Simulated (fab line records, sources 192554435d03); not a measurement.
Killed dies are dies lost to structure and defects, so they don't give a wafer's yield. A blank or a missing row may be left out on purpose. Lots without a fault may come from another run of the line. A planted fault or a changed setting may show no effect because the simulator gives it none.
A struck lot beside a sound one | flow n5_finfet | 39 steps out of a route of 1938
Sound: wafers L117.2, L117.5, L117.6. Struck: wafers L119.2, L119.6. (L119.1 of the same lot was not struck and is left out.) The cause comes at the end.
At each step with rows: each side's tool, then ch and its chambers, then its first start. Under that, the readings that differ: sound wafers | struck wafers | difference of the means | sigmas: that difference in standard deviations of wafers without a fault.
alike: readings whose means differ by less than 2 such deviations, and words and numbers that are the same on both sides. not compared: withheld readings, readings that some wafer has no value for, bounds like >300 that may hide the same value, and numbers for which the record gives no deviation and whose values overlap.
The two part at a step that has a row with sigmas, a row that says differs or no value, or rows on one side only. Numbers that don't overlap but have no deviation are shown without sigmas and don't part them. A reading that every wafer of one side lacks parts them only if that side has two wafers or more.

first, 9 steps without rows for these wafers: N5_BEOL_M4_ANNEAL_95 (time 240 s); N5_BEOL_M4_SPUTTER_96 (material Cu, target thk 4.5 nm, time 8.29 s); N5_BEOL_M4_ECD_50 (material Cu, target thk 300 nm); N5_BEOL_M4_ANNEAL_51 (time 90 s); N5_BEOL_M4_CMP_52 (polishes, stops on SiOC, t overpolish 6.8 s, target thk 40 nm); N5_BEOL_M4_PRE_CLEAN_60 (time 15 s); N5_BEOL_M4_CO_CAP_55 (material Co, precursor CCTBA/H2, target thk 2 nm, time 102.1 s); N5_BEOL_M4_PRE_CLEAN_56 (time 15 s); N5_BEOL_M4_DEP_57 (deposits SiCN from 3MS/NH3, target thk 8 nm, time 14 s).
N5_BEOL_M4_RC_MEAS_101:
  sound on prober-02 ch 0, day 10 21:43; struck on prober-02 ch 0, day 12 03:31
  alike: DIBL_N, DIBL_P, IOFF_N, IOFF_P, ION_N, ION_P, SS_N, SS_P, VT_N, VT_P
then, 24 steps without rows for these wafers: N5_BEOL_M5_ILD_DEP_00 (deposits SiCOH lowk from DEMS/porogen, target thk 140.64 nm, time 25.9 s); N5_BEOL_M5_CURE_79 (cures SiCOH lowk, time 240 s); N5_BEOL_M5_PECVD_70 (deposits SiO2 from TEOS/O2, target thk 16 nm, time 18 s); N5_BEOL_M5_HM_DEP_02 (deposits TiN, target thk 20 nm); N5_BEOL_M5_COAT_59 (time 60 s, resist thk 60 nm); N5_BEOL_M5_COAT_60 (time 60 s, resist thk 12 nm); N5_BEOL_M5_COAT_71 (time 60 s, resist thk 5 nm); N5_BEOL_M5_COAT_05 (resist thk 30 nm); N5_BEOL_M5_EBR_07; N5_BEOL_M5_SOFTBAKE_06 (time 60 s); N5_BEOL_M5_EXPOSE_08 (exposes mask M5, target cd 28 nm); N5_BEOL_M5_PEB_09 (peb time 60 s); N5_BEOL_M5_DEVELOP_10 (develop time 30 s); N5_BEOL_M5_DESCUM_16 (chemistry O2, time 7 s); N5_BEOL_M5_ETCH_72 (etches underlayer in N2/H2, target depth 6.5 nm, time 5.2 s); N5_BEOL_M5_ETCH_61 (etches SiARC in CF4, target depth 15.6 nm, time 26 s); N5_BEOL_M5_ETCH_62 (etches SOC in N2/H2, target depth 75 nm, overetch 15 nm, time 112.5 s); N5_BEOL_M5_STRIP_63 (strips in N2/H2); N5_BEOL_M5_STRIP_73 (strips in N2/H2); N5_BEOL_M5_STRIP_64 (strips in CF4); N5_BEOL_M5_HM_OPEN_17 (chemistry Cl2/BCl3, target TiN, target depth 20 nm, overetch 6 nm); N5_BEOL_M5_STRIP_19 (strips in O2); N5_BEOL_M5_COAT_65 (time 60 s, resist thk 60 nm); N5_BEOL_M5_COAT_66 (time 60 s, resist thk 12 nm).
-- the record jumps here: 4 days lie between the struck wafers' starts before and after (it left off in module BEOL_M5 and takes up again in module BEOL_M15, whose first step shown is number 1800 of the route) --
N5_BEOL_M15_EXPOSE_25: exposes mask M15, target cd 400 nm.
  sound on krf_scanner-01 ch 0, day 14 12:29; struck on krf_scanner-01 ch 0, day 15 17:38
  alike: mask
N5_BEOL_M15_CD_MEAS_28: target cd 407.6 nm.
  sound on cd_sem-02 ch 0, day 14 12:39; struck on cd_sem-03 ch 0, day 15 17:49
  reading    | sound             | struck      | difference | sigmas
  cd_nm (nm) | 408.3 409.3 411.0 | 595.5 594.9 | +185.7     | +81
N5_BEOL_M15_DESCUM_33: chemistry O2, time 7.9 s.
  sound on rie_diel-03 ch 0,1, day 14 12:44; struck on rie_diel-01 ch 0,2, day 15 17:55
  reading                     | sound             | struck      | difference | sigmas
  drypump_motor_current_A (A) | 5.1 5.1 5.4       | 6.1 6.4     | +1.0       | +3
  model.BEOL_M15.cd_nm (nm)   | 408.6 409.4 411.2 | 595.2 594.6 | +185.2     |
  alike: bias_power_w, o2_flow_sccm, oes_product_au, rf_vpp_V, showerhead_plenum_p_Torr, throttle_valve_pct
  not compared: rf_hours_counter_h
N5_BEOL_M15_ETCH_38: etches SiCN in CF4/N2, target depth 106.4 nm, time 120.5 s.
  sound on rie_diel-03 ch 0,3; struck on rie_diel-03 ch 0,3
  reading                   | sound             | struck    | difference | sigmas
  model.BEOL_M15.cd_nm (nm) | 400.8 401.6 401.8 | 588 586.8 | +186       |
  alike: drypump_motor_current_A, oes_product_au, rf_vpp_V, showerhead_plenum_p_Torr, throttle_valve_pct
  not compared: rf_hours_counter_h
N5_PASSIVATION_PROBE_49:
  the record has rows for the struck wafers here (prober-02, day 16 11:38) and none for the sound ones

WHERE THEY PART
First at N5_BEOL_M15_CD_MEAS_28; last, within this record, at N5_PASSIVATION_PROBE_49.

WHY: what the simulator had put in
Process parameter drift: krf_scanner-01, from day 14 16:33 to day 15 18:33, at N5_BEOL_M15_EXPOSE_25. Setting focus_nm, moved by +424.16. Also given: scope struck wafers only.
